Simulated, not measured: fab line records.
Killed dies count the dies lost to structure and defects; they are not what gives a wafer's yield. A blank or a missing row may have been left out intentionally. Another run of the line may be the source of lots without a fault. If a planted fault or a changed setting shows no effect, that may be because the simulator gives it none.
fab line records    flow n5_finfet
record lots=7  wafers=20  last_day=18
route steps=1938 shown HKMG_FIN@452 GATE_CUT@467 MOL_CONTACT_COAG@561 BEOL_M4@1111 PASSIVATION@1936
lots untouched by any fault: they come from a run of this same line in which no faults occurred
start_h: hours from the record's opening day to when the first of the lot's shown wafers began    wait_h: hours elapsed since this lot's preceding step    " same as the row above    L1.1+2: one row covering several wafers at once    - value missing, or start not given    * or withheld: withheld    < > ~ a bound
route shown NAME@n: names a module that has steps shown in the file, with the first one's number in the route    usual: mean/standard deviation taken from wafers without a fault    same: alike in all rows    chamber/n: place in a boat    sites: each site's reading    _std_site: their standard deviation    _edge_site: the outer-site mean with the inner-site mean subtracted    radius_mm: how far each site lies from the wafer's centre    mask NAME#n: copy n    behind: the last tool/chamber to shape the wafer    hold: why the lot was held/for how many hours/how that ended    device: whichever transistor did not switch (one of n, p or np)    end of line: the same wafers' tests at the end of the route    a step with no rows: only its recipe    killed: count of dies lost to structure and defects at first sort (not the wafer's yield)    map: dies across one wafer; x = killed, . = not, _ = none there
set.NAME: setting as actually run; set.NAME@STEP: the setting as run at that earlier step    model.NAME: the simulator's own value behind a step, which no gauge read
the route's steps for a sample of lots (tables are steps, rows are wafers)
services: a tool's chamber out of use, with start hour (start_h, from the record's first day; less than 0 if before it), hours out, and reason
## steps
# step N5_HKMG_FIN_STRIP_90
# recipe chemistry=N2/H2  material=SOC  time_s=20  power_w=500  temp_c=40  pressure_mtorr=50  rf_frequency_hz=6e+07  bias_power_w=8  h2_frac=0.5  n2_flow_sccm=300  h2_flow_sccm=300
# usual drypump_motor_current_A=5.8/0.63  oes_product_au=0.78/0.085  rf_vpp_V=54.1/0.81  showerhead_plenum_p_Torr=3.34/0.11  temp_c=39.99/0.1  throttle_valve_pct=19.08/0.23
lot.wafer  tool         chamber  start_h  wait_h  drypump_motor_current_A  oes_product_au  rf_hours_counter_h  rf_vpp_V  showerhead_plenum_p_Torr  temp_c  throttle_valve_pct
L898.1     rie_diel-06  2        94.45    0.0     5.4                      0.87            35                  53.6      3.29                      40.22   18.68
L898.3     "            0        "        "       6.5                      0.76            133                 52.6      3.24                      40.13   18.82
L898.6     "            2        "        "       5.3                      0.88            -                   53.6      3.29                      40.07   18.69
L901.3     rie_diel-06  3        115.09   0.0     4.8                      0.80            110                 54.9      3.26                      40.14   19.20
L901.4     "            1        "        "       5.8                      0.66            230                 53.9      3.47                      39.91   19.33
L901.5     "            0        "        "       6.4                      0.76            -                   53.1      3.24                      39.92   18.84
L902.1     rie_diel-01  3        121.16   0.0     5.9                      0.71            235                 53.4      3.44                      40.11   18.80
L902.2     "            2        "        "       6.7                      0.78            145                 53.9      3.37                      40.02   18.88
L902.5     "            1        "        "       5.3                      0.75            -                   54.1      3.35                      39.93   19.00
L904.2     rie_diel-06  1        134.00   0.0     5.8                      0.66            237                 53.3      3.46                      39.89   19.34
L904.4     "            3        "        "       4.8                      0.80            116                 53.3      3.26                      39.93   19.21
L904.6     "            2        "        "       5.3                      0.86            -                   53.7      3.28                      39.80   18.72
L912.4     rie_diel-06  2        179.62   0.1     5.3                      0.83            -                   55.5      3.27                      40.00   18.74
L912.6     "            2        "        "       5.3                      0.83            -                   54.3      3.27                      40.09   18.74
L917.2     rie_diel-01  0        209.91   0.1     6.2                      0.96            14                  53.9      3.58                      40.10   19.28
L917.3     "            2        "        "       6.7                      0.73            -                   54.3      3.35                      39.99   18.95
L917.5     "            0        "        "       6.2                      0.95            -                   54.5      3.58                      40.12   19.28
L918.1     rie_diel-01  1        220.00   0.0     5.3                      0.72            189                 55.7      3.33                      39.90   19.05
L918.4     "            0        "        "       6.2                      0.95            -                   54.2      3.58                      40.03   19.30
L918.5     "            2        "        "       6.7                      0.74            -                   54.7      3.35                      39.92   18.96
# step N5_HKMG_FIN_ETCHBACK_68
# recipe chemistry=Cl2/Ar  stop_on=HfO2  target_depth_a=5  pressure_mtorr=10  icp_w=600  bias_w=60  Cl2_flow_sccm=40  Ar_flow_sccm=60
# usual bias_w=60.00/0.19  drypump_motor_current_A=6.0/0.38  he_backside_leak_sccm=3.41/0.24  oes_product_au=0.72/0.097  throttle_valve_pct=20.90/0.26
lot.wafer  tool          chamber  start_h  wait_h  bias_w  drypump_motor_current_A  he_backside_leak_sccm  oes_product_au  rf_hours_counter_h  throttle_valve_pct
L898.1     rie_metal-02  1        94.61    0.0     59.97   5.9                      3.34                   0.88            9                   20.83
L898.3     "             1        "        "       60.22   5.9                      3.37                   0.89            -                   20.81
L898.6     "             0        "        "       59.91   5.9                      3.14                   0.64            -                   21.21
L901.3     rie_metal-02  1        115.29   0.1     59.90   5.9                      3.16                   0.87            -                   20.83
L901.4     "             0        "        "       60.19   5.9                      3.27                   0.63            -                   21.22
L901.5     "             0        "        "       59.83   6.0                      3.30                   0.63            -                   21.22
L902.1     rie_metal-03  0        121.32   0.0     59.96   5.3                      3.61                   0.57            103                 20.80
L902.2     "             1        "        "       60.49   6.4                      3.31                   0.74            52                  21.14
L902.5     "             1        "        "       60.26   6.4                      3.88                   0.73            -                   21.16
L904.2     rie_metal-03  0        134.16   0.0     59.79   5.3                      3.58                   0.64            104                 20.70
L904.4     "             0        "        "       59.79   5.3                      3.64                   0.65            -                   20.70
L904.6     "             1        "        "       59.79   6.4                      3.56                   0.73            -                   21.14
L912.4     rie_metal-01  0        179.82   0.1     59.84   6.3                      3.56                   0.66            -                   21.01
L912.6     "             0        "        "       60.09   6.3                      3.16                   0.66            -                   21.01
L917.2     rie_metal-02  0        210.10   0.0     60.04   5.9                      3.30                   0.62            121                 21.24
L917.3     "             1        "        "       60.35   5.9                      3.43                   0.84            -                   20.86
L917.5     "             0        "        "       60.31   6.0                      3.30                   0.63            -                   21.23
L918.1     rie_metal-02  0        220.15   0.0     59.74   5.9                      3.07                   0.62            121                 21.23
L918.4     "             1        "        "       60.16   5.9                      3.42                   0.83            -                   20.85
L918.5     "             0        "        "       59.81   5.9                      3.33                   0.62            -                   21.23
# step N5_GATE_CUT_ETCHBACK_30
# recipe chemistry=Cl2/Ar  target=TiN  target_depth_a=30  mode=isotropic  pressure_mtorr=10  icp_w=600  bias_w=60  Cl2_flow_sccm=40  Ar_flow_sccm=60
# usual bias_w=59.98/0.18  drypump_motor_current_A=6.1/0.34  he_backside_leak_sccm=3.4/0.32  oes_product_au=0.73/0.09  throttle_valve_pct=20.87/0.28
lot.wafer  tool          chamber  start_h  wait_h  bias_w  drypump_motor_current_A  he_backside_leak_sccm  oes_product_au  rf_hours_counter_h  throttle_valve_pct
L898.1     rie_metal-03  1        96.62    0.1     60.04   6.4                      3.5                    0.73            50                  21.16
L898.3     "             0        "        "       60.18   5.3                      3.5                    0.65            -                   20.67
L898.6     "             1        "        "       60.03   6.4                      3.3                    0.74            -                   21.14
L901.3     rie_metal-01  1        117.27   0.0     60.08   6.3                      3.6                    0.83            -                   20.44
L901.4     "             0        "        "       60.08   6.3                      3.4                    0.67            -                   21.01
L901.5     "             0        "        "       59.73   6.3                      3.6                    0.67            -                   21.00
L902.1     rie_metal-03  0        123.33   0.1     59.84   5.3                      3.5                    0.65            103                 20.67
L902.2     "             1        "        "       59.84   6.4                      3.4                    0.74            52                  21.16
L902.5     "             1        "        "       59.90   6.4                      3.3                    0.73            -                   21.14
L904.2     rie_metal-03  0        136.17   0.1     59.98   5.3                      3.6                    0.65            105                 20.69
L904.4     "             0        "        "       60.11   5.3                      3.6                    0.64            -                   20.68
L904.6     "             1        "        "       59.72   6.4                      3.5                    0.74            -                   21.16
L912.4     rie_metal-02  0        182.10   0.0     59.98   5.9                      3.3                    0.63            -                   21.21
L912.6     "             1        "        "       60.21   6.0                      3.6                    0.86            -                   20.82
L917.2     rie_metal-01  0        212.11   0.1     60.29   6.3                      3.3                    0.66            99                  21.02
L917.3     "             0        "        "       60.25   6.3                      3.3                    0.67            -                   21.01
L917.5     "             0        "        "       60.52   6.2                      2.9                    0.66            -                   21.01
L918.1     rie_metal-03  1        222.38   0.1     59.76   6.4                      3.5                    0.71            62                  21.17
L918.4     "             1        "        "       59.78   6.4                      3.5                    0.71            -                   21.17
L918.5     "             1        "        "       59.89   6.4                      3.5                    0.71            -                   21.17
# step N5_GATE_CUT_SAC_CAP_01
# recipe material=SiNx  target_thk_a=240  temp_c=400  ald_precursor_family=SiH2I2  ald_co_reactant=N2/H2-plasma  pulse_time_s=1  ald_cycles=480  purge_time_s=2  co_reactant_purge_time_s=2  pressure_torr=2
# usual ald_cycles=480/0  heater_power_outer_w=486/69  heater_power_w=798/87  precursor_pulse_height_rel=1.000/0.019
# same co_reactant_purge_time_s=2
lot.wafer  tool        chamber  start_h  wait_h  ald_cycles  heater_power_outer_w  heater_power_w  precursor_pulse_height_rel
L898.1     ald_sin-04  1        98.64    1.3     480         576                   906             0.990
L898.3     "           3        "        "       480         368                   671             1.034
L898.6     "           3        99.72    2.4     480         355                   667             0.969
L901.3     ald_sin-03  2        118.41   0.8     480         430                   722             0.984
L901.4     "           3        "        "       480         598                   963             0.985
L901.5     "           2        119.49   1.9     480         434                   723             1.034
L902.1     ald_sin-04  3        123.81   0.0     480         372                   644             0.988
L902.2     "           0        "        "       480         431                   757             1.038
L902.5     "           1        124.90   1.1     480         572                   914             1.017
L904.2     ald_sin-01  0        136.72   0.0     480         504                   740             1.018
L904.4     "           2        "        "       480         513                   797             0.981
L904.6     "           1        137.80   1.1     480         471                   822             0.987
L912.4     ald_sin-04  0        183.65   1.1     480         419                   743             0.957
L912.6     "           0        184.74   2.2     850         422                   745             0.993
L917.2     ald_sin-03  1        212.56   0.0     480         536                   875             1.004
L917.3     "           3        "        "       480         579                   932             1.007
L917.5     "           1        213.64   1.1     480         529                   852             0.978
L918.1     ald_sin-01  1        222.86   0.0     480         485                   848             0.989
L918.4     "           0        "        "       480         496                   712             1.013
L918.5     "           2        223.94   1.1     480         512                   783             0.992
# step N5_MOL_CONTACT_COAG_THK_MEAS_29
# recipe reads=SiNx_of_GATE_CUT_PECVD_57+SiNx_of_GATE_CUT_SAC_CAP_01
# usual MD_CAP_THK=17.96/0.093
lot.wafer  tool           chamber  start_h  wait_h  MD_CAP_THK[nm]
L898.1     film_metro-02  -        115.31   -       17.99
L898.3     "              -        "        "       18.01
L898.6     "              -        "        "       17.97
L901.3     film_metro-02  -        135.04   -       18.03
L901.4     "              -        "        "       17.85
L901.5     "              -        "        "       17.96
L902.1     film_metro-01  -        139.12   -       17.94
L902.2     "              -        "        "       18.05
L902.5     "              -        "        "       17.82
L904.2     film_metro-02  -        152.63   -       17.85
L904.4     "              -        "        "       17.93
L904.6     "              -        "        "       17.82
L912.4     film_metro-02  -        198.92   -       18.06
L912.6     "              -        "        "       31.93
L917.2     film_metro-01  -        228.69   -       18.05
L917.3     "              -        "        "       17.90
L917.5     "              -        "        "       17.98
L918.1     film_metro-02  -        244.57   -       17.97
L918.4     "              -        "        "       17.83
L918.5     "              -        "        "       17.91
# step N5_MOL_CONTACT_COAG_ETCH_47
# recipe chemistry=CH3F/O2  target=SiNx  target_depth_a=270  mask_material=SiO2  stop_on=W  over_etch_frac=0.2  ion_energy_ev=120  endpoint=OES-CN  pressure_mtorr=30  source_w=395  bias_w=73  Ar_flow_sccm=150  CH3F_flow_sccm=30  O2_flow_sccm=20  ends=end_point
# usual bias_w=72.98/0.23  drypump_motor_current_A=5.7/0.64  etch_rf_on_time_s=31.5/0.65  oes_product_au=0.69/0.07  rf_vpp_V=295/5.1  showerhead_plenum_p_Torr=1.96/0.061  throttle_valve_pct=16.29/0.21
# same over_etch_frac=0.2
lot.wafer  tool         chamber  start_h  wait_h  bias_w  drypump_motor_current_A  etch_rf_on_time_s  oes_product_au  rf_hours_counter_h  rf_vpp_V  showerhead_plenum_p_Torr  throttle_valve_pct
L898.1     rie_diel-06  2        117.02   0.0     72.86   5.4                      31.1               0.78            42                  301       1.94                      15.94
L898.3     "            1        "        "       73.11   5.8                      33.1               0.60            230                 296       2.05                      16.36
L898.6     "            2        "        "       72.91   5.3                      31.1               0.79            -                   302       1.94                      15.94
L901.3     rie_diel-06  2        136.62   0.0     73.24   5.3                      31.4               0.77            48                  302       1.94                      15.96
L901.4     "            1        "        "       72.81   5.8                      33.3               0.58            238                 295       2.04                      16.36
L901.5     "            0        "        "       72.75   6.4                      32.0               0.66            -                   289       1.92                      16.50
L902.1     rie_diel-01  3        140.83   0.0     72.87   5.9                      30.8               0.62            243                 292       2.05                      16.40
L902.2     "            2        "        "       73.14   6.7                      31.4               0.69            152                 298       1.99                      16.22
L902.5     "            0        "        "       73.15   6.2                      31.6               0.61            -                   293       1.89                      16.27
L904.2     rie_diel-01  3        154.40   0.0     73.12   5.9                      31.0               0.62            248                 294       2.04                      16.40
L904.4     "            3        "        "       72.94   5.9                      30.9               0.62            -                   295       2.04                      16.41
L904.6     "            1        "        "       72.95   5.3                      31.3               0.67            -                   298       1.98                      16.53
L912.4     rie_diel-06  0        200.64   0.0     73.19   6.4                      32.3               0.65            -                   288       1.91                      16.54
L912.6     "            3        "        "       72.90   4.8                      50.8               0.72            -                   291       1.92                      16.28
L917.2     rie_diel-06  2        230.41   0.0     72.95   5.3                      32.2               0.71            83                  301       1.93                      16.03
L917.3     "            3        "        "       73.18   4.8                      31.4               0.67            155                 291       1.92                      16.31
L917.5     "            2        "        "       73.01   5.3                      31.9               0.72            -                   301       1.93                      16.02
L918.1     rie_diel-06  1        246.57   0.0     72.75   5.8                      31.5               0.82            12                  295       2.03                      15.96
L918.4     "            1        "        "       73.15   5.8                      31.5               0.83            -                   295       2.03                      15.95
L918.5     "            3        "        "       73.09   4.8                      30.8               0.66            -                   291       1.92                      16.32
# step N5_BEOL_M4_RC_MEAS_101
# usual DIBL_N=36.5/2  DIBL_P=36.5/2.3  IOFF_N=0.16/0.036  IOFF_P=0.21/0.037  ION_N=672/12  ION_P=459/7.1  SS_N=71.6/0.73  SS_P=73.4/0.76  VT_N=250/3.3  VT_P=-250.5/2.9
lot.wafer  tool       chamber  start_h  wait_h  DIBL_N[mV/V]  DIBL_P[mV/V]  IOFF_N[nA/um]  IOFF_P[nA/um]  ION_N[uA/um]  ION_P[uA/um]  SS_N[mV/dec]  SS_P[mV/dec]  VT_N[mV]  VT_P[mV]
L898.1     prober-02  0        189.55   0.0     36.7          36.7          0.18           0.21           680           458           71.9          73.9          246       -251.4
L898.3     "          0        "        "       34.8          35.0          0.14           0.19           679           463           71.4          73.4          251       -252.9
L898.6     "          0        "        "       35.7          36.1          0.16           0.20           670           464           71.3          73.5          249       -251.7
L901.3     prober-02  0        201.96   0.3     37.3          35.9          0.20           0.24           665           450           71.8          73.2          244       -250.3
L901.4     "          0        "        "       36.1          35.1          0.18           0.24           679           467           71.3          73.1          249       -250.9
L901.5     "          0        "        "       35.4          33.9          0.17           0.21           689           470           71.3          73.8          246       -248.8
L902.1     prober-01  0        223.32   0.0     36.5          35.9          0.14           0.19           661           453           72.5          72.6          251       -252.4
L902.2     "          0        "        "       38.1          39.1          0.18           0.24           683           469           72.6          73.7          249       -247.1
L902.5     "          0        "        "       37.2          37.3          0.16           0.21           671           459           72.4          73.2          249       -249.2
L904.2     prober-02  0        229.58   0.2     37.6          38.5          0.18           0.23           675           461           72.6          74.5          248       -248.7
L904.4     "          0        "        "       36.0          36.5          0.15           0.19           680           461           71.7          73.3          249       -250.3
L904.6     "          0        "        "       33.6          33.9          0.11           0.16           664           451           70.6          72.6          255       -253.8
L912.4     prober-01  0        280.64   0.5     36.5          35.2          0.15           0.19           683           465           71.3          73.0          248       -249.9
L912.6     "          0        "        "       36.8          35.0          0.15           0.19           663           453           72.0          73.7          254       -252.3
L917.2     prober-01  0        309.41   0.2     38.1          41.2          0.24           0.30           691           474           72.1          73.9          243       -243.0
L917.3     "          0        "        "       37.5          39.5          0.21           0.26           684           467           71.8          74.3          248       -246.6
L917.5     "          0        "        "       37.7          39.4          0.21           0.26           661           449           72.3          74.0          247       -245.4
L918.1     prober-01  0        332.06   0.0     38.1          40.2          0.19           0.21           671           457           71.6          75.2          249       -250.8
L918.4     "          0        "        "       39.1          40.6          0.22           0.23           682           457           72.8          74.2          246       -251.5
L918.5     "          0        "        "       38.8          41.3          0.21           0.23           675           456           72.4          74.7          248       -248.9
# step N5_PASSIVATION_PROBE_49
# usual defect_limited_yield=91.4/1.4  killed_at_M0_to_M3=33/11  killed_at_M4_up=13/5.3  killed_at_contacts=13/6.1  killed_at_front_end=40/11  killed_at_other=2.9/2.7  killed_dies=102/17  killed_on_rim=14/4.2  killed_open=68/13  killed_short=32/7.5  sort_bin_5_function=5.1/0.98  sort_bin_6_memory=3.2/0.69  sort_n_pass=1077/21  sort_yield_pct=91.3/1.7
# same gross_dies=1180  killed_at_back_side=0  sort_bin_4_leakage[%]=0  sort_bin_8_speed[%]=0
lot.wafer  tool       chamber  start_h  wait_h  defect_limited_yield[%]  killed_at_M0_to_M3  killed_at_M4_up  killed_at_contacts  killed_at_front_end  killed_at_other  killed_dies  killed_on_rim  killed_open  killed_short  sort_bin_5_function[%]  sort_bin_6_memory[%]  sort_n_pass  sort_yield_pct[%]
L901.3     prober-02  -        320.54   0.1     93.5                     21                  11               20                  24                   1                77           5              52           24            3.1                     3.1                   1103         93.5
L901.4     prober-02  -        320.59   0.2     94.1                     16                  12               15                  26                   1                70           7              51           19            3.9                     1.8                   1110         94.1
L901.5     prober-02  -        320.64   0.2     94.6                     18                  11               9                   25                   1                64           9              39           25            3.2                     1.9                   1116         94.6
L898.1     prober-02  -        321.67   0.0     91.8                     36                  15               8                   35                   3                97           8              53           42            4.4                     3.7                   1083         91.8
L898.3     prober-02  -        321.77   0.1     91.9                     31                  10               8                   43                   4                96           14             66           29            5.2                     2.7                   1084         91.9
L898.6     prober-02  -        321.92   0.3     90.8                     17                  17               12                  62                   1                109          17             67           37            5.1                     3.2                   1071         90.8
L902.1     prober-02  -        340.53   0.0     91.6                     29                  22               9                   39                   0                99           18             69           29            5.3                     2.8                   1081         91.6
L902.2     prober-02  -        340.58   0.1     90.5                     28                  14               18                  52                   0                112          18             76           29            5.3                     3.6                   1068         90.5
L902.5     prober-02  -        340.73   0.2     92.1                     39                  21               8                   22                   3                93           12             60           32            4.9                     2.3                   1087         92.1
L904.2     prober-01  -        349.37   0.1     93.6                     14                  10               7                   44                   0                75           10             45           28            3.8                     2.5                   1105         93.6
L904.4     prober-01  -        349.47   0.2     91.4                     35                  16               9                   39                   2                101          14             72           27            5.3                     2.9                   1079         91.4
L904.6     prober-01  -        349.57   0.3     94.2                     22                  13               6                   25                   2                68           11             43           22            3.0                     2.5                   1112         94.2
L912.4     prober-01  -        399.73   0.2     90.9                     32                  13               25                  36                   1                107          9              72           28            5.5                     2.9                   1073         90.9
L912.6     prober-01  -        399.83   0.3     90.3                     40                  19               27                  28                   1                115          18             89           25            4.7                     4.8                   1065         90.3
L917.2     prober-02  -        419.63   0.1     92.7                     24                  15               10                  36                   1                86           8              57           28            3.8                     3.2                   1094         92.7
L917.3     prober-02  -        419.68   0.1     90.7                     32                  25               14                  33                   6                110          11             74           34            4.7                     4.6                   1070         90.7
L917.5     prober-02  -        419.78   0.2     92.6                     26                  14               9                   35                   3                87           6              62           25            3.6                     3.3                   1093         92.6
L918.1     prober-02  -        437.13   0.0     92.2                     38                  10               6                   35                   3                92           20             56           36            4.7                     2.7                   1088         92.2
L918.4     prober-02  -        437.28   0.2     92.1                     35                  5                9                   41                   3                93           12             66           25            5.1                     2.6                   1087         92.1
L918.5     prober-02  -        437.33   0.2     91.8                     29                  12               13                  42                   1                97           14             63           32            5.4                     2.5                   1083         91.8
# killed by level:class
L901.3 MOL_CONTACT_COAG:geometric_particle:open=16 FIN_SAQP:geometric_particle:short=8 FIN_SAQP:geometric_particle:open=6 BEOL_M4:geometric_particle:open=6 BEOL_M1:geometric_particle:open=5 MOL_CONTACT_COAG:geometric_particle:short=4 BEOL_M0_SAQP:geometric_particle:short=4 BEOL_M2:geometric_particle:open=4
L901.4 MOL_CONTACT_COAG:geometric_particle:open=9 FIN_SAQP:geometric_particle:open=8 BEOL_M4:geometric_particle:open=7 MOL_CONTACT_COAG:geometric_particle:short=6 BEOL_M1:geometric_particle:open=5 GATE_CUT:geometric_particle:short=4 BEOL_M0_SAQP:geometric_particle:open=4 BEOL_M3:geometric_particle:open=3
L901.5 MOL_CONTACT_COAG:geometric_particle:open=6 GATE_CUT:geometric_particle:open=5 BEOL_M4:geometric_particle:open=5 GATE_CUT:geometric_particle:short=4 BEOL_M1:geometric_particle:open=4 MOL_CONTACT_COAG:geometric_particle:short=3 BEOL_M0_SAQP:geometric_particle:open=3 BEOL_M3:geometric_particle:open=3
L898.1 STI_FIN_REVEAL:geometric_particle:open=8 MOL_CONTACT_COAG:geometric_particle:open=6 BEOL_M3:geometric_particle:open=6 BEOL_M4:geometric_particle:short=6 GATE_CUT:geometric_particle:short=5 BEOL_M0:geometric_particle:open=5 BEOL_M0_SAQP:geometric_particle:short=5 BEOL_M2:geometric_particle:short=5
L898.3 FIN_SAQP:geometric_particle:short=8 DUMMY_GATE:geometric_particle:open=8 BEOL_M3:geometric_particle:open=8 MOL_CONTACT_COAG:geometric_particle:open=7 BEOL_M0_SAQP:geometric_particle:open=6 BEOL_M1:geometric_particle:open=6 STI_FIN_REVEAL:geometric_particle:open=5 FIN_SAQP:geometric_particle:open=4
L898.6 FIN_SAQP:geometric_particle:open=11 BEOL_M4:geometric_particle:open=10 STI_FIN_REVEAL:geometric_particle:open=9 GATE_CUT:geometric_particle:short=7 MOL_CONTACT_COAG:geometric_particle:short=6 DUMMY_GATE:geometric_particle:open=6 MOL_CONTACT_COAG:geometric_particle:open=6 BEOL_M2:geometric_particle:open=6
L902.1 BEOL_M2:geometric_particle:open=10 BEOL_M4:geometric_particle:open=10 FIN_SAQP:geometric_particle:short=9 STI_FIN_REVEAL:geometric_particle:open=9 MOL_CONTACT_COAG:geometric_particle:open=9 BEOL_M0_SAQP:geometric_particle:open=8 FIN_SAQP:geometric_particle:open=5 STI_FIN_REVEAL:geometric_particle:short=4
L902.2 STI_FIN_REVEAL:geometric_particle:open=17 MOL_CONTACT_COAG:geometric_particle:open=14 FIN_SAQP:geometric_particle:open=12 BEOL_M0_SAQP:geometric_particle:open=9 BEOL_M0_SAQP:geometric_particle:short=8 FIN_SAQP:geometric_particle:short=6 BEOL_M4:geometric_particle:open=5 MOL_CONTACT_COAG:geometric_particle:short=4
L902.5 BEOL_M2:geometric_particle:open=12 BEOL_M4:geometric_particle:open=11 BEOL_M0_SAQP:geometric_particle:short=8 FIN_SAQP:geometric_particle:short=7 MOL_CONTACT_COAG:geometric_particle:open=5 BEOL_M0_SAQP:geometric_particle:open=5 BEOL_M3:geometric_particle:open=5 DUMMY_GATE:geometric_particle:open=3
L904.2 STI_FIN_REVEAL:geometric_particle:open=14 FIN_SAQP:geometric_particle:short=11 FIN_SAQP:geometric_particle:open=4 MOL_CONTACT_COAG:geometric_particle:open=4 BEOL_M4:geometric_particle:open=4 GATE_CUT:geometric_particle:short=3 MOL_CONTACT_COAG:geometric_particle:short=3 BEOL_M0_SAQP:geometric_particle:open=3
L904.4 FIN_SAQP:geometric_particle:short=12 BEOL_M0_SAQP:geometric_particle:open=8 DUMMY_GATE:geometric_particle:open=7 MOL_CONTACT_COAG:geometric_particle:open=7 BEOL_M1:geometric_particle:open=7 BEOL_M2:geometric_particle:open=7 FIN_SAQP:geometric_particle:open=6 STI_FIN_REVEAL:geometric_particle:open=6
L904.6 DUMMY_GATE:geometric_particle:open=8 BEOL_M4:geometric_particle:open=7 MOL_CONTACT_COAG:geometric_particle:open=5 BEOL_M0_SAQP:geometric_particle:short=5 BEOL_M3:geometric_particle:open=5 FIN_SAQP:geometric_particle:short=3 BEOL_M0_SAQP:geometric_particle:open=3 BEOL_M1:geometric_particle:open=3
L912.4 MOL_CONTACT_COAG:geometric_particle:open=19 BEOL_M3:geometric_particle:open=8 HKMG_FIN:area_etch=7 FIN_SAQP:geometric_particle:open=6 STI_FIN_REVEAL:geometric_particle:open=6 MOL_CONTACT_COAG:geometric_particle:short=6 BEOL_M0_SAQP:geometric_particle:open=6 BEOL_M0_SAQP:geometric_particle:short=6
L912.6 MOL_CONTACT_COAG:geometric_particle:open=25 FIN_SAQP:geometric_particle:open=10 BEOL_M1:geometric_particle:open=10 BEOL_M3:geometric_particle:open=8 BEOL_M2:geometric_particle:open=7 BEOL_M5:geometric_particle:open=7 BEOL_M0_SAQP:geometric_particle:open=6 BEOL_M0_SAQP:geometric_particle:short=5
L917.2 FIN_SAQP:geometric_particle:short=10 BEOL_M4:geometric_particle:open=10 FIN_SAQP:geometric_particle:open=9 MOL_CONTACT_COAG:geometric_particle:open=9 STI_FIN_REVEAL:geometric_particle:open=6 BEOL_M1:geometric_particle:open=6 BEOL_M0_SAQP:geometric_particle:short=5 BEOL_M0:geometric_particle:open=5
L917.3 MOL_CONTACT_COAG:geometric_particle:open=14 BEOL_M0_SAQP:geometric_particle:open=11 BEOL_M4:geometric_particle:open=11 FIN_SAQP:geometric_particle:open=10 BEOL_M0_SAQP:geometric_particle:short=9 FIN_SAQP:geometric_particle:short=7 STI_FIN_REVEAL:geometric_particle:open=5 BEOL_M1:geometric_particle:open=5
L917.5 BEOL_M1:geometric_particle:open=10 MOL_CONTACT_COAG:geometric_particle:open=8 FIN_SAQP:geometric_particle:open=7 FIN_SAQP:geometric_particle:short=7 BEOL_M4:geometric_particle:open=6 GATE_CUT:geometric_particle:short=6 DUMMY_GATE:geometric_particle:open=5 BEOL_M2:geometric_particle:open=4
L918.1 STI_FIN_REVEAL:geometric_particle:open=12 BEOL_M0_SAQP:geometric_particle:short=11 BEOL_M3:geometric_particle:open=10 BEOL_M0_SAQP:geometric_particle:open=7 BEOL_M4:geometric_particle:open=7 FIN_SAQP:geometric_particle:open=4 MOL_CONTACT_COAG:geometric_particle:open=4 BEOL_M1:geometric_particle:open=4
L918.4 DUMMY_GATE:geometric_particle:open=13 BEOL_M3:geometric_particle:open=12 BEOL_M1:geometric_particle:open=9 FIN_SAQP:geometric_particle:short=8 MOL_CONTACT_COAG:geometric_particle:open=8 STI_FIN_REVEAL:geometric_particle:open=6 BEOL_M0_SAQP:geometric_particle:open=5 FIN_SAQP:geometric_particle:open=3
L918.5 STI_FIN_REVEAL:geometric_particle:open=12 MOL_CONTACT_COAG:geometric_particle:open=12 FIN_SAQP:geometric_particle:short=9 BEOL_M1:geometric_particle:open=7 BEOL_M3:geometric_particle:open=6 FIN_SAQP:geometric_particle:open=5 STARTING-WAFER:geometric_particle:short=5 STI_FIN_REVEAL:geometric_particle:short=4
## services
tool          chamber  start_h  hours  kind
rie_diel-06   1        78.17    4.5    repair
ald_sin-01    -        85.25    14.0   pm
ald_sin-01    2        109.21   3.2    repair
ald_sin-04    -        112.72   2.8    pm
rie_diel-06   2        128.59   2.3    repair
rie_metal-02  -        130.88   1.4    pm
ald_sin-04    3        132.14   3.9    repair
rie_metal-02  -        140.17   10.0   pm
rie_diel-06   1        173.05   -      clean
rie_diel-06   0        176.57   2.9    repair
ald_sin-03    -        177.13   14.0   pm
ald_sin-04    2        177.27   15.7   repair
rie_diel-01   3        183.44   7.2    repair
rie_metal-03  1        198.33   4.6    repair
rie_diel-06   1        199.25   14.5   repair
rie_diel-06   -        209.18   0.3    repair
rie_diel-06   -        210.01   4.8    repair
rie_diel-06   1        216.20   8.8    repair
rie_diel-06   2        216.94   4.0    repair
rie_metal-03  0        219.50   2.8    repair
rie_diel-06   0        227.20   14.4   repair
ald_sin-04    -        229.30   6.1    pm
ald_sin-03    1        238.18   10.3   repair
rie_diel-06   2        241.76   6.5    repair
## key
first_sign step=N5_GATE_CUT_SAC_CAP_01  reading=ald_cycles  direction=up  sigmas=99+  usual=*  struck=*
effect step=N5_MOL_CONTACT_COAG_THK_MEAS_29  reading=MD_CAP_THK  direction=up  sigmas=99+  usual=17.96  struck=31.93
effect step=N5_MOL_CONTACT_COAG_ETCH_47  reading=etch_rf_on_time_s  direction=up  sigmas=30  usual=*  struck=*
met_at N5_GATE_CUT_SAC_CAP_01
struck_lots L912
struck_wafers L912.6
not_acting_at N5_HKMG_FIN_STRIP_90,N5_HKMG_FIN_ETCHBACK_68,N5_GATE_CUT_ETCHBACK_30
onset_between 123.81 183.65
fault kind=process_parameter_drift  tool=ald_sin-04  chamber=-  onset_h=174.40  steps=N5_GATE_CUT_SAC_CAP_01  channel=ald_cycles  offset=*  shape=step  end_h=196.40  scope=struck_wafers_only  acts_in=*  stated=*
